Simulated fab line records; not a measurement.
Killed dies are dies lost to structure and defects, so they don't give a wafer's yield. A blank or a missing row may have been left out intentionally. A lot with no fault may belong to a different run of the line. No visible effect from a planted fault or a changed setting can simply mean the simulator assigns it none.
8D (eight disciplines) problem report, filled in by code ; flow nand_harc ; the parts of the form that need people (team, actions taken, sign-off) are left out

## 1. THE ISSUE
A mean of 636.0 is read at NHARC_END_SORT_01 for killed_at_periphery, taken on 1 wafer of 1 lot, against 3.3 (standard deviation 2.2) on wafers free of any fault. That is +99 or more standard deviations from the usual mean.
First observed at day 25 00:56: wafer L564.4, on prober-02. Wafers with a number at this step in the record: 9, from 3 lots. By rule, "out" or "out of limits" means more than 4 standard deviations away from the usual mean. The other wafers with a number count as sound.

## 2. WHAT THIS IS AND IS NOT
question;is;is not
which readings at this step;killed_at_periphery, defect_limited_yield, killed_dies, sort_bin_2_pct, sort_n_pass, sort_rim_yield_pct, sort_yield_pct;killed_at_array, killed_at_other, killed_open, killed_short, sort_bin_3_pct, sort_bin_4_pct
which lots;L564;L548, L550
which wafers of those lots;L564.4;L564.1, L564.5
read on which gauges;prober-02;prober-01
when;from day 25 00:56;"up to then (7 sound wafers); but 1 sound wafer of L564 came after"

## 3. THE SUSPECTS, EACH WITH WHAT RULES IT OUT
Counting: if a tool at a process step up to the reading ran every lot that is out, it stays a suspect. Sound lots after the first of them don't rule it out here, since some wafers of a struck lot are sound.
- the gauge at NHARC_END_SORT_01: kept. All the wafers that are out were read on prober-02, and no step on other tools shows them out.
- pvd_sputter-03 at NHARC_P_BONDPAD_PVD_27 (deposits Cu, target thk 30 nm, time 20.49 s): kept. The lot that is out, L564, ran on it at day 11 19:52; the last sound lot it ran before that was L550, at day 8 06:01.
- rie_diel-09 at NHARC_A_BONDPAD_DESCUM_11 (chemistry O2, time 3 s): kept. The lot that is out, L564, ran on it at day 23 16:20; the last sound lot it ran before that was L550, at day 19 10:55.
- rtp_anneal-02 at NHARC_A_BONDPAD_ANNEAL_28 (time 90 s): kept. It ran the lot that is out, L564 (day 23 18:18).
- rtp_anneal-02 at NHARC_THIN_TSV_ANNEAL_52 (time 90 s): kept. The lot that is out, L564, ran on it at day 24 12:55; the last sound lot it ran before that was L550, at day 20 05:02.
Left after counting: pvd_sputter-03 at NHARC_P_BONDPAD_PVD_27, rie_diel-09 at NHARC_A_BONDPAD_DESCUM_11, rtp_anneal-02 at NHARC_A_BONDPAD_ANNEAL_28, rtp_anneal-02 at NHARC_THIN_TSV_ANNEAL_52, prober-02 at NHARC_END_SORT_01.

## 4. THE CAUSE (what the simulator had put in)
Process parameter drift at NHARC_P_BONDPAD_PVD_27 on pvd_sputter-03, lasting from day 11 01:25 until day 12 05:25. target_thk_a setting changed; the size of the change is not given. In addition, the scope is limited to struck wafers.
After counting, 5 suspects remain, this tool included.

## 5. SEQUENCE OF EFFECTS, ordered by route
One row per reading whose mean, taken over the struck wafers that have a number, lies over 3 standard deviations from the usual. Only readings for which the record gives a usual standard deviation are gone through. hours: the time from each lot's start at the first step in this table that gives one to its start at this step, as a median over the lots. sigmas: the change in usual standard deviations.
hours;step;reading;usual;on struck wafers;change;sigmas
0;NHARC_END_SORT_01;defect_limited_yield;95.7 %;0.0;-95.7;-80
0;NHARC_END_SORT_01;killed_at_periphery;3.3;636.0;+632.7;+99 or more
0;NHARC_END_SORT_01;killed_dies;29;677;+648;+79
0;NHARC_END_SORT_01;sort_bin_2_pct;1.3 %;96.0;+94.7;+99 or more
0;NHARC_END_SORT_01;sort_n_pass;648;0;-648;-79
0;NHARC_END_SORT_01;sort_rim_yield_pct;94.3 %;0.0;-94.3;-34
0;NHARC_END_SORT_01;sort_yield_pct;95.7 %;0.0;-95.7;-80

## 6. HOW IT WOULD HAVE BEEN CAUGHT EARLIER
In this record the first reading out of limits at a measuring or inspecting step was taken at day 25 00:56, 336 hours after the fault began at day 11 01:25.
An alarm limit of 4 standard deviations would not have fired on the tool readings at NHARC_P_BONDPAD_PVD_27 for which the record gives a usual standard deviation, since none of them was out on any struck wafer.
Each of the lots that are out, 1 in all, had begun NHARC_P_BONDPAD_PVD_27 on pvd_sputter-03 no later than day 25 00:56. Tool hold at that time: it would have spared none of them.
